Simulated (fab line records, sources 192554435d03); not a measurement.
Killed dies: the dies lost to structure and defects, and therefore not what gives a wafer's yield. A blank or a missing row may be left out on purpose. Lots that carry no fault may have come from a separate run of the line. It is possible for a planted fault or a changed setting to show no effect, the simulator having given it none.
Comparing a struck lot with a sound one :: flow n5_finfet :: 20 out of 1938 route steps
Sound: the wafers L581.1, L581.3, L581.6. Wafers struck: L572.2, L572.3, L572.4. At the end, the cause is stated.
Per side, at each step with rows, come the tool, then ch with its chambers, and then its first start. Under that, the readings that differ: sound wafers :: struck wafers :: difference of the means :: sigmas: that difference in standard deviations of wafers without a fault.
alike: a reading whose means differ by less than 2 such deviations, as well as words and numbers matching on both sides. not compared: withheld readings; readings where some wafer has no value; bounds like >300 that might hide an equal value; numbers whose values overlap and for which the record gives no deviation.
The two part at a step that has a row with sigmas, a row that says differs or no value, or rows on one side only. Numbers that have no deviation but don't overlap get no sigmas and don't part them. A reading that every wafer of one side lacks parts them only if that side has two wafers or more.

first, 8 steps without rows for these wafers: N5_BEOL_M7_COAT_59 (time 60 s, resist thk 100 nm); N5_BEOL_M7_COAT_60 (time 60 s, resist thk 35 nm); N5_BEOL_M7_COAT_05 (resist thk 90 nm); N5_BEOL_M7_EBR_07; N5_BEOL_M7_SOFTBAKE_06 (time 60 s); N5_BEOL_M7_EXPOSE_08 (exposes mask M7); N5_BEOL_M7_PEB_09 (peb time 60 s); N5_BEOL_M7_DEVELOP_10 (develop time 30 s).
N5_BEOL_M7_CD_MEAS_11: the cd target is 38.5 nm.
  sound on cd_sem-02 ch 0, day 14 14:45; struck on cd_sem-01 ch 0, day 12 05:25
  alike: cd_nm
N5_BEOL_M7_OVL_MEAS_12:
  sound on overlay-02 ch 0, day 14 14:47; struck on overlay-01 ch 0, day 12 05:26
  alike: M7_OVL
N5_BEOL_M7_INSPECT_13: inspects for defects (brightfield).
  struck on defect_inspect-01, day 12 05:28; sound on defect_inspect-02, day 14 14:49
  alike: raw_defect_count
N5_BEOL_M7_DESCUM_16: chemistry O2, time 7.9 s.
  sound on rie_diel-02 ch 0,1,3, day 14 14:50; struck on rie_diel-02 ch 0,1, day 12 05:30
  alike: drypump_motor_current_A, oes_product_au, rf_fwd_power_W, rf_vpp_V, showerhead_plenum_p_Torr, throttle_valve_pct
  not compared: rf_hours_counter_h
N5_BEOL_M7_ETCH_61: etches SiARC in CF4, target depth 45.5 nm, time 75.8 s.
  sound on rie_diel-02 ch 0,1,3, day 14 14:53; struck on rie_diel-02 ch 0,1, day 12 05:33
  no value came back on the struck wafers for any of 9 readings (bias_w (W), cf4_flow_sccm (sccm) and others); on the sound wafers bias_w (W) reads 36.05 35.91 35.91
reading: model.CAR-ArF_of_BEOL_M7_COAT_05.thk_nm (nm)
sound: 51.2 50.8 51
struck: 83.2 83.4 83.2
difference: +32.3
sigmas: 
  not compared: rf_hours_counter_h
N5_BEOL_M7_ETCH_62: etches SOC in N2/H2, target depth 110 nm, overetch 22 nm, time 165 s.
  sound on rie_diel-02 ch 0,1,3, day 14 14:56; struck on rie_diel-02 ch 0,1, day 12 05:38
reading: oes_product_au (a.u.)
sound: 0.77 0.62 0.77
struck: 0.36 0.28 0.35
difference: -0.39
sigmas: -7
  alike: bias_w, chamber_pressure_mTorr, drypump_motor_current_A, rf_fwd_power_W, rf_vpp_V, showerhead_plenum_p_Torr, throttle_valve_pct
  not compared: rf_hours_counter_h
then, 1 step without rows for these wafers: N5_BEOL_M7_STRIP_68 (strips in N2/H2).
N5_BEOL_M7_STRIP_67: strips in CF4.
  sound on rie_diel-02 ch 0,1,3, day 14 15:05; struck on rie_diel-02 ch 0,1, day 12 05:52
  alike: drypump_motor_current_A, oes_product_au, rf_vpp_V, showerhead_plenum_p_Torr, throttle_valve_pct
  not compared: rf_hours_counter_h
N5_BEOL_M7_HM_OPEN_17: chemistry Cl2/BCl3, target TiN, target depth 20 nm, overetch 6 nm.
  sound on rie_metal-02 ch 0,1, day 14 15:07; struck on rie_metal-01 ch 0,1, day 12 05:55
reading: drypump_motor_current_A (A)
sound: 6.0 6.3 6.3
struck: 5.0 5.0 5.9
difference: -0.9
sigmas: -2

reading: oes_product_au (a.u.)
sound: 0.56 0.56 0.55
struck: 0.26 0.27 0.25
difference: -0.30
sigmas: -5
  alike: he_backside_leak_sccm, rf_fwd_power_W, throttle_valve_pct
  not compared: rf_hours_counter_h
N5_BEOL_M7_STRIP_19: strips in O2.
  sound on rie_diel-03 ch 0,2,3, day 14 15:19; struck on rie_diel-02 ch 0,1, day 12 06:02
  alike: drypump_motor_current_A, oes_product_au, rf_vpp_V, showerhead_plenum_p_Torr, throttle_valve_pct
  not compared: rf_hours_counter_h
N5_BEOL_M7_CD_MEAS_18: pitch 80 nm, target cd 40 nm.
  struck on cd_sem-02, day 12 06:07; sound on cd_sem-01, day 14 15:23
reading: cd_nm (nm)
sound: 39.9 39.2 39.7
struck: - - -
difference: no value on the struck wafers
sigmas: 
then, 1 step without rows for these wafers: N5_BEOL_M7_COAT_63 (time 60 s, resist thk 60 nm).

== WHERE THEY PART ==
At N5_BEOL_M7_ETCH_61 first; at N5_BEOL_M7_CD_MEAS_18 last (within this record only).

WHY: whatever the simulator had introduced
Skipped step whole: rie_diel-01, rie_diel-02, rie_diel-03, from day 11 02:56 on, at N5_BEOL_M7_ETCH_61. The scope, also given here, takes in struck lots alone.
